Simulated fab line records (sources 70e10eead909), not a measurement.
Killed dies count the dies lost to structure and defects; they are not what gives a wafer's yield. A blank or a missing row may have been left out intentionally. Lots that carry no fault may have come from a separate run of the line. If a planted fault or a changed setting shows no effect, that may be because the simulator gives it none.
Matching of chambers + flow nand-harc + NHARC_A_M1_DESCUM_14 on rie-diel-01 has 4 sister chambers
The step chemistry O2, time 3 s. 30 wafers are shown with their chamber, then 12 later ones without.

== EACH WAFER AND ITS CHAMBER ==
| wafer  | chamber | drypump-motor-current-A (A) | oes-product-au (a.u.) | rf-vpp-V (V) |
|--------|---------|-----------------------------|-----------------------|--------------|
| L074.1 | 2       | 5.0                         | 0.985                 | 56.7         |
| L074.3 | 3       | 6.1                         | 1.003                 | 57.4         |
| L074.4 | 0       | 5.3                         | 1.005                 | 58.9         |
| L078.2 | 0       | 5.4                         | 1.002                 | 58.7         |
| L078.4 | 3       | 6.1                         | 0.984                 | 56.7         |
| L078.5 | 1       | 6.1                         | 1.000                 | 58.9         |
| L078.1 | 2       | 5.0                         | 0.980                 | 57.7         |
| L078.3 | 1       | 6.0                         | 0.998                 | 56.4         |
| L078.6 | 0       | 5.3                         | 1.010                 | 57.9         |
| L080.1 | 2       | 5.0                         | 0.994                 | 58.5         |
| L080.4 | 1       | 6.0                         | 1.006                 | 59.2         |
| L080.5 | 2       | 5.0                         | 1.004                 | 57.8         |
| L079.1 | 1       | 6.0                         | 1.000                 | 59.3         |
| L079.2 | 2       | 5.0                         | 0.984                 | 58.0         |
| L079.3 | 3       | 6.1                         | 0.985                 | 57.2         |
| L079.4 | 0       | 5.3                         | 1.005                 | 56.9         |
| L079.5 | 3       | 6.1                         | 0.981                 | 57.7         |
| L079.6 | 2       | 5.0                         | 0.985                 | 58.4         |
| L081.2 | 3       | 6.1                         | 0.999                 | 57.7         |
| L081.3 | 1       | 6.0                         | 0.995                 | 58.5         |
| L081.4 | 0       | 5.3                         | 1.010                 | 58.4         |
| L082.1 | 1       | 6.0                         | 1.004                 | 57.9         |
| L082.2 | 0       | 5.3                         | 1.022                 | 57.9         |
| L082.4 | 3       | 6.1                         | 1.004                 | 58.3         |
| L087.2 | 3       | 6.1                         | 1.008                 | 56.3         |
| L087.3 | 2       | 5.0                         | 1.001                 | 59.3         |
| L087.5 | 2       | 5.0                         | 0.995                 | 58.1         |
| L086.1 | 2       | 5.0                         | 0.992                 | 57.7         |
| L086.3 | 0       | 5.3                         | 1.004                 | 59.9         |
| L086.5 | 3       | 6.0                         | 1.000                 | 57.9         |

SIGNATURES, as means of the wafers listed above
| reading                 | chamber 0 | chamber 1 | chamber 2 | chamber 3 | scatter within a chamber |
|-------------------------|-----------|-----------|-----------|-----------|--------------------------|
| drypump-motor-current-A | 5.314     | 6.017     | 5.000     | 6.087     | 0.0314                   |
| oes-product-au          | 1.00829   | 1.00050   | 0.99111   | 0.99550   | 0.00799                  |
| rf-vpp-V                | 58.371    | 58.367    | 58.022    | 57.400    | 0.839                    |
Rule: for a wafer and a chamber, the distance is found by dividing, reading by reading, the gap between the wafer's reading and the chamber's mean by the reading's scatter, squaring, summing and taking the root. If the next closest chamber is less than 2 further off than the closest, the wafer can't be placed; otherwise it belongs to the closest. How the scatter is found: for the shown wafers, subtract from each reading the mean of its chamber, square and add these, divide the total by (wafers less chambers), then take the root.

== WAFERS WITHOUT THEIR CHAMBER ==
| wafer  | drypump-motor-current-A (A) | oes-product-au (a.u.) | rf-vpp-V (V) |
|--------|-----------------------------|-----------------------|--------------|
| L085.3 | 6.1                         | 1.001                 | 57.1         |
| L085.4 | 5.0                         | 0.976                 | 59.4         |
| L085.5 | 6.0                         | 0.996                 | 57.8         |
| L096.1 | 5.3                         | 0.982                 | 57.7         |
| L096.2 | 6.1                         | 0.991                 | 58.0         |
| L096.6 | 6.1                         | 0.998                 | 56.4         |
| L096.3 | 6.1                         | 1.009                 | 57.1         |
| L096.4 | 5.0                         | 0.987                 | 57.7         |
| L096.5 | 5.3                         | 0.992                 | 57.5         |
| L094.2 | 6.1                         | 0.994                 | 57.8         |
| L094.4 | 5.0                         | 0.984                 | 58.2         |
| L094.6 | 6.1                         | 1.000                 | 56.2         |

== THE CHAMBER EACH PASSED THROUGH ==
| wafer  | from the rows above     | in truth |
|--------|-------------------------|----------|
| L085.3 | 3                       | 3        |
| L085.4 | 2                       | 2        |
| L085.5 | can't be placed: 1 or 3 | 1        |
| L096.1 | 0                       | 0        |
| L096.2 | can't be placed: 3 or 1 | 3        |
| L096.6 | 3                       | 3        |
| L096.3 | can't be placed: 3 or 1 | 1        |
| L096.4 | 2                       | 2        |
| L096.5 | 0                       | 0        |
| L094.2 | 3                       | 3        |
| L094.4 | 2                       | 2        |
| L094.6 | 3                       | 3        |
Placed correctly: 9 of 12. Can't be placed from these rows: 3 (the true chamber is among the candidates in 3). Number placed wrongly: 0.
